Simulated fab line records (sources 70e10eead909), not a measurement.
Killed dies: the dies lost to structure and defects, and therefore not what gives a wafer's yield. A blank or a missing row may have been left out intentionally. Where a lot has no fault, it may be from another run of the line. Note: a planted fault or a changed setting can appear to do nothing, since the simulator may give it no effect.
Chamber matching | flow nandHarc | 4 sister chambers for NHARC_A_BONDPAD_CMP_19 on cmp-04
The step polishes, t overpolish 30 s, cu recess touch 16 s, target thk 169.8 nm. 14 wafers are shown with their chamber, then 7 later ones without.

## WAFERS WITH THEIR CHAMBER
wafer  | chamber | motorCurrentA (A) | overpolishRunS (s)
L608.3 | 0       | 12.0              | 29.981
L608.4 | 3       | 11.2              | 30.005
L608.5 | 1       | 9.3               | 29.991
L611.1 | 2       | 11.9              | 30.003
L611.2 | 1       | 8.6               | 30.000
L611.6 | 1       | 9.1               | 29.980
L613.1 | 3       | 11.2              | 30.000
L613.2 | 1       | 8.9               | 29.995
L613.5 | 3       | 10.9              | 29.985
L612.3 | 2       | 11.8              | 29.997
L612.4 | 1       | 8.8               | 30.000
L612.6 | 1       | 8.9               | 30.002
L616.1 | 3       | 11.0              | 30.003
L616.2 | 0       | 13.0              | 30.025

SIGNATURES (averages over the wafers above)
reading        | chamber 0 | chamber 1 | chamber 2 | chamber 3 | scatter within a chamber
motorCurrentA  | 12.500    | 8.933     | 11.850    | 11.075    | 0.294
overpolishRunS | 30.00300  | 29.99467  | 30.00000  | 29.99825  | 0.0125
Rule: distance of a wafer from a chamber = root of the sum over the readings of ((wafer's reading minus chamber's mean) / reading's scatter) squared. The wafer belongs to the nearest chamber; if the next one is less than 2 further off, it can't be placed. The scatter: take each reading less its chamber's mean, square it, sum over the shown wafers, divide by the number of wafers less the number of chambers, and take the root.

## WAFERS WITH NO CHAMBER GIVEN
wafer  | motorCurrentA (A) | overpolishRunS (s)
L616.4 | 8.8               | 29.998
L619.1 | 11.7              | 29.996
L619.2 | 12.3              | 30.003
L619.4 | 9.2               | 30.004
L618.1 | 8.9               | 30.010
L618.4 | 12.7              | 30.017
L618.5 | 9.0               | 30.004

## WHICH CHAMBER EACH WENT THROUGH
wafer  | from the rows above     | in truth
L616.4 | 1                       | 1
L619.1 | can't be placed: 2 or 3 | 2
L619.2 | can't be placed: 0 or 2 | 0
L619.4 | 1                       | 1
L618.1 | 1                       | 1
L618.4 | can't be placed: 0 or 2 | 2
L618.5 | 1                       | 1
Correct placement for 4 of the 7. Not placeable from these rows: 3 (in 3, the candidates include the true chamber). 0 placed wrongly.
